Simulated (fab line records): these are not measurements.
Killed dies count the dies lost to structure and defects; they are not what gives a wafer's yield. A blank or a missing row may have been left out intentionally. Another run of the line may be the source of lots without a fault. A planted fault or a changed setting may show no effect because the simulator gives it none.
Which of the tools did it? -- flow nand harc -- Sampling: 12 lots, 36 wafers, 5 of 1302 route steps

WHAT THE GAUGES READ, wafer by wafer
NHARC_END_SORT_01.
lot,measured,on,killed at array,killed at other,killed at periphery,killed dies,killed open,killed short
L212,day 30 09:28,prober-02,58 55 183,2 2 0,2 3 3,62 60 186,3 3 5,6 3 9

WHICH TOOL RAN EACH LOT (tool, then ch and the chambers of the sampled wafers, then the start)
lot,NHARC_A_CHANNEL_HOLE_D2_ETCH_27,NHARC_A_CHANNEL_FILL_D2_ETCHBACK_20,NHARC_A_CHANNEL_FILL_D2_STRIP_28,NHARC_A_CHANNEL_FILL_D2_ETCHBACK_08
L198,"har etch-01 ch 0,1, day 13 14:54","rie diel-07 ch 0,3, day 14 17:08","rie diel-07 ch 0,2,3, day 14 17:14","rie diel-11 ch 0,2,3, no start"
L199,"har etch-02 ch 0,1, day 13 19:06","rie diel-11 ch 0,1,3, day 14 22:01","rie diel-11 ch 0,2,3, day 14 22:05","rie diel-11 ch 0,1,2, no start"
L200,"har etch-01 ch 0,1, day 13 23:19","rie diel-11 ch 2,3, day 15 01:22","rie diel-11 ch 0,1,2, day 15 01:28","rie diel-07 ch 0,1, no start"
L202,"har etch-02 ch 0,1, day 14 23:34","rie diel-07 ch 1,2,3, day 16 02:04","rie diel-07 ch 1,2, day 16 02:11","rie diel-11 ch 0,1, no start"
L201,"har etch-01 ch 0,1, day 15 00:04","rie diel-06 ch 0,1,3, day 16 02:06","rie diel-06 ch 0,1,3, day 16 02:11","rie diel-07 ch 0,1, no start"
L203,"har etch-02 ch 0,1, day 15 13:20","rie diel-07 ch 0,1,3, day 16 15:55","rie diel-07 ch 1,2, day 16 16:00","rie diel-07 ch 0,2, no start"
L206,"har etch-02 ch 1, day 16 15:22","rie diel-07 ch 0,2, day 17 19:25","rie diel-07 ch 2,3, day 17 19:30","rie diel-07 ch 1,2,3, no start"
L209,"har etch-01 ch 0,1, day 18 08:34","rie diel-11 ch 2,3, day 19 13:19","rie diel-11 ch 2,3, day 19 13:25","rie diel-07 ch 0,3, no start"
L212,"har etch-02 ch 0,1, day 19 14:29","rie diel-11 ch 0,2,3, day 20 16:23","rie diel-11 ch 1,3, day 20 16:29","rie diel-07 ch 0,2,3, day 30 09:28 or earlier"
L220,"har etch-02 ch 0,1, day 22 22:22","rie diel-07 ch 2,3, day 24 00:09","rie diel-07 ch 0,1,2, day 24 00:14","rie diel-11 ch 0,1,3, no start"
L219,"har etch-01 ch 0,1, day 23 01:46","rie diel-11 ch 1,2, day 24 04:51","rie diel-11 ch 1,2, day 24 04:56","rie diel-11 ch 0,1,3, no start"
L221,"har etch-02 ch 0,1, day 23 11:19","rie diel-07 ch 0,1,3, day 24 14:58","rie diel-07 ch 1,2,3, day 24 15:03","rie diel-11 ch 0,1,3, no start"
- NHARC_A_CHANNEL_HOLE_D2_ETCH_27: etches the open film in C4F8/O2/Ar, time 90 s, target depth 400 nm.
- NHARC_A_CHANNEL_FILL_D2_ETCHBACK_20: etches the open film in C4F8/O2/Ar, target depth 27 nm, time 13.5 s.
- NHARC_A_CHANNEL_FILL_D2_STRIP_28: strips in O2, time 20 s.
- NHARC_A_CHANNEL_FILL_D2_ETCHBACK_08: etches the open film in C4F8, target depth 220 nm, time 110 s.

AS READ BY THE TOOLS THEMSELVES (means over the sampled wafers that have a number; for cases with no such wafer, the mark the record gives instead)
NHARC_A_CHANNEL_HOLE_D2_ETCH_27.
lot,tool,drypump motor current A (A),showerhead plenum p Torr (Torr),throttle valve pct (%)
L198,har etch-01,5.5,3.60,27.620
L199,har etch-02,5.5,3.65,27.625
L200,har etch-01,5.8,3.66,27.613
L202,har etch-02,5.3,3.70,27.621
L201,har etch-01,5.8,3.66,27.613
L203,har etch-02,5.6,3.64,27.618
L206,har etch-02,5.8,3.56,27.623
L209,har etch-01,5.8,3.63,27.628
L212,har etch-02,5.6,3.88,27.617
L220,har etch-02,5.5,3.86,27.624
L219,har etch-01,5.5,3.53,27.619
L221,har etch-02,5.3,3.77,27.618

NHARC_A_CHANNEL_FILL_D2_ETCHBACK_20.
lot,tool,oes product au (a.u.),rf vpp V (V),run length s (s)
L198,rie diel-07,0.923,979,34.3
L199,rie diel-11,0.991,978,34.1
L200,rie diel-11,0.986,981,34.8
L202,rie diel-07,0.988,983,34.7
L201,rie diel-06,0.987,976,34.7
L203,rie diel-07,1.001,982,34.6
L206,rie diel-07,0.942,982,34.5
L209,rie diel-11,0.999,977,34.6
L212,rie diel-11,0.964,979,32.9
L220,rie diel-07,0.988,982,34.6
L219,rie diel-11,0.993,971,34.6
L221,rie diel-07,0.988,981,34.6

NHARC_A_CHANNEL_FILL_D2_STRIP_28.
lot,tool,drypump motor current A (A),oes product au (a.u.),rf vpp V (V),showerhead plenum p Torr (Torr),throttle valve pct (%)
L198,rie diel-07,5.8,1.002,57.7,3.59,17.032
L199,rie diel-11,5.9,0.996,57.8,3.55,17.033
L200,rie diel-11,5.7,0.999,57.7,3.43,17.045
L202,rie diel-07,6.1,1.005,58.3,3.71,17.041
L201,rie diel-06,5.6,0.984,58.0,3.45,17.039
L203,rie diel-07,6.1,1.010,57.4,3.68,17.029
L206,rie diel-07,6.0,0.999,57.5,3.63,17.037
L209,rie diel-11,5.7,0.999,58.0,3.50,17.029
L212,rie diel-11,5.5,0.987,57.6,3.45,17.045
L220,rie diel-07,5.9,0.999,58.4,3.64,17.038
L219,rie diel-11,5.5,0.999,57.4,3.38,17.036
L221,rie diel-07,6.0,1.002,57.4,3.65,17.038

NHARC_A_CHANNEL_FILL_D2_ETCHBACK_08.
lot,tool,oes product au (a.u.),rf vpp V (V),run length s (s)
L198,rie diel-11,0.99,441.5,131.0
L199,rie diel-11,0.92,439.1,131.1
L200,rie diel-07,0.93,443.8,131.5
L202,rie diel-11,0.99,439.4,130.7
L201,rie diel-07,0.99,442.8,131.6
L203,rie diel-07,0.92,441.1,131.2
L206,rie diel-07,0.93,443.3,131.4
L209,rie diel-07,0.98,440.4,131.0
L212,rie diel-07,1.01,441.6,130.9
L220,rie diel-11,0.98,440.4,130.8
L219,rie diel-11,0.91,440.4,130.7
L221,rie diel-11,0.98,440.2,130.9

THE ANSWER, worked out from the rows above alone
Rule: the usual values come from the lots themselves. Put in order of their means at a reading, lots are off if they are a third of the lots or fewer, leave a main group of 4 or more, and stand apart from it by a gap of 3 or more times the standard deviation of the main group's means; of several such gaps the widest counts. If all means in a main group match to the digits the tables above print for the reading, that group is not used. A lot without any number at a reading at which 4 lots or more have one is off too. Any other lot the step has rows for is counted as sound. First the gauges in route order, then the tools' own readings, where a lot's mean is used as printed above. The first step at which some lot is off is used, and at that step the reading that is off furthest; a lot without a number counts as furthest.
Off: L212 (NHARC_A_CHANNEL_FILL_D2_ETCHBACK_20, run length s). The main group: mean 34.6 s, standard deviation 0.19.
If a tool, at that step or one of the process steps before it, ran each lot that is off and ran no sound lot following the first of them, it fits. Not one of the candidates tried fits.

WHAT THE SIMULATOR HAD PUT IN
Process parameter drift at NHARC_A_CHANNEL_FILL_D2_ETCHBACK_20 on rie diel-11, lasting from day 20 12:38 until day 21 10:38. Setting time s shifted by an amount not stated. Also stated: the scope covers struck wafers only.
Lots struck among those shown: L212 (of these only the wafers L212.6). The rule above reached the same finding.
